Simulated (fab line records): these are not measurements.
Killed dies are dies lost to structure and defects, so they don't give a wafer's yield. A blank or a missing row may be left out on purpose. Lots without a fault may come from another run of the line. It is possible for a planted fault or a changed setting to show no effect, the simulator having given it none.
2 desks, one fault | flow n5_finfet | numbers are kept per desk, each desk with only its own; the story behind them comes last

## THE METROLOGY DESK
What the gauges read, lot by lot, whatever tool the lot ran on: means of the sampled wafers that have a number. The brackets show how far a lot's mean lies from the usual mean; more than 4 standard deviations puts the lot out of limits, marked OUT. 7 of its 10 readings are shown, namely those furthest out on some lot.
Columns: A = DIBL_N at N5_BEOL_M4_RC_MEAS_101, usual 36.4 mV/V; B = IOFF_P at N5_BEOL_M4_RC_MEAS_101, usual 0.21 nA/um; C = ION_N at N5_BEOL_M4_RC_MEAS_101, usual 680 uA/um; D = ION_P at N5_BEOL_M4_RC_MEAS_101, usual 465 uA/um; E = SS_N at N5_BEOL_M4_RC_MEAS_101, usual 71.5 mV/dec; F = VT_N at N5_BEOL_M4_RC_MEAS_101, usual 249 mV; G = VT_P at N5_BEOL_M4_RC_MEAS_101, usual -250 mV
lot  | first seen here | A    | B    | C   | D   | E    | F   | G
L130 | day 9 22:18     | 37.0 | 0.26 | 686 | 474 | 71.8 | 248 | -246
L132 | day 9 22:53     | 35.7 | 0.18 | 672 | 461 | 71.2 | 251 | -254
L140 | day 12 04:27    | 35.1 | 0.18 | 671 | 461 | 70.6 | 253 | -253
L147 | day 13 21:28    | 36.9 | 0.23 | 676 | 465 | 71.5 | 250 | -248
This desk's finding: nothing out of limits on any of the 4 lots.

## TOOL OWNER'S DESK, rie_diel-04
The tool's own readings at N5_MOL_CONTACT_COAG_ETCH_15 (etches SiNx in CH3F/O2, stops on Si:P, target depth 7 nm): means of the sampled wafers that have a number, for each lot that ran on this tool. The brackets show how far a lot's mean lies from the usual mean; more than 4 standard deviations puts the lot out of limits, marked OUT. 7 of its 9 readings are shown, namely those furthest out on some lot.
Columns: A = drypump_motor_current_A at N5_MOL_CONTACT_COAG_ETCH_15, usual 5.9 A; B = oes_ar_750_au at N5_MOL_CONTACT_COAG_ETCH_15, usual 0.77 a.u.; C = oes_f_703_au at N5_MOL_CONTACT_COAG_ETCH_15, usual 0.77 a.u.; D = oes_o_777_au at N5_MOL_CONTACT_COAG_ETCH_15, usual 0.78 a.u.; E = rf_vpp_V at N5_MOL_CONTACT_COAG_ETCH_15, usual 297 V; F = showerhead_plenum_p_Torr at N5_MOL_CONTACT_COAG_ETCH_15, usual 1.96 Torr; G = throttle_valve_pct at N5_MOL_CONTACT_COAG_ETCH_15, usual 16.46 %
lot  | first seen here | A   | B    | C    | D    | E   | F    | G
L130 | day 6 06:53     | 6.3 | 0.84 | 0.86 | 0.86 | 294 | 1.93 | 16.20
L132 | day 6 15:25     | 6.0 | 0.81 | 0.81 | 0.82 | 296 | 1.96 | 16.30
L147 | day 10 12:11    | 6.3 | 0.75 | 0.75 | 0.76 | 297 | 1.93 | 16.50
This desk's finding: nothing out of limits on any of the 3 lots.

## TAKEN TOGETHER
At the metrology desk, nothing out of limits was observed.
The desk of the tool owner found nothing out of limits.

## WHAT HAD BEEN PUT IN BY THE SIMULATOR
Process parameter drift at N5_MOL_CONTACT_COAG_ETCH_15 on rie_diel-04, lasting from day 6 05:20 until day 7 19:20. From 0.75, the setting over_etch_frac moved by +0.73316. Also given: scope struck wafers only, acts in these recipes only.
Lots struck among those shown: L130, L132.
